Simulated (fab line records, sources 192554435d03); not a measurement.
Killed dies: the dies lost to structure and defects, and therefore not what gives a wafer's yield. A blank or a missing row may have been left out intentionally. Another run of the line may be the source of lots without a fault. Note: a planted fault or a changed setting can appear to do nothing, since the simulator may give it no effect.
What tool caused it? | flow n5 finfet | 12 lots (36 wafers sampled), 1 step of a 1938-step route

== WHAT EACH GAUGE READ, for each wafer ==
N5_BEOL_M0_CUTY_INSPECT_59: inspects for defects (macro).
lot  | measured     | on                | raw defect count
L075 | day 6 00:43  | defect inspect-02 | 4 4 0
L077 | day 6 15:22  | defect inspect-01 | 0 4 1
L079 | day 7 01:09  | defect inspect-02 | 2 2 4
L081 | day 7 13:28  | defect inspect-01 | 2 1 0
L083 | day 8 02:31  | defect inspect-02 | 0 1 5
L085 | day 8 13:05  | defect inspect-01 | 1 3 2
L087 | day 8 21:59  | defect inspect-02 | 2 2 2
L089 | day 9 13:37  | defect inspect-01 | 2 1 4
L091 | day 10 01:06 | defect inspect-02 | 1 1 2
L093 | day 10 12:22 | defect inspect-02 | 2 3 2
L095 | day 11 03:37 | defect inspect-02 | 1 1 0
L096 | day 11 14:54 | defect inspect-02 | 4 2 2

== TOOL THAT RAN EACH LOT (tool first, then ch and the chambers of the sampled wafers, then the start) ==
Record: no process step prior to these readings.

== THE ANSWER, worked out from the rows above alone ==
Rule: the usual values come from the lots themselves. Put in order of their means at a reading, lots are off if they are a third of the lots or fewer, leave a main group of 4 or more, and stand apart from it by a gap of 3 or more times the standard deviation of the main group's means; of several such gaps the widest counts. A main group whose means are all the same, to the digits that the tables above print for the reading, isn't used. Also off: a lot with no number at a reading for which 4 or more lots have one. All remaining lots with rows at the step are treated as sound.
Across all readings shown, no lot is off: no conclusion can be drawn from this.

== WHAT HAD BEEN PUT IN BY THE SIMULATOR ==
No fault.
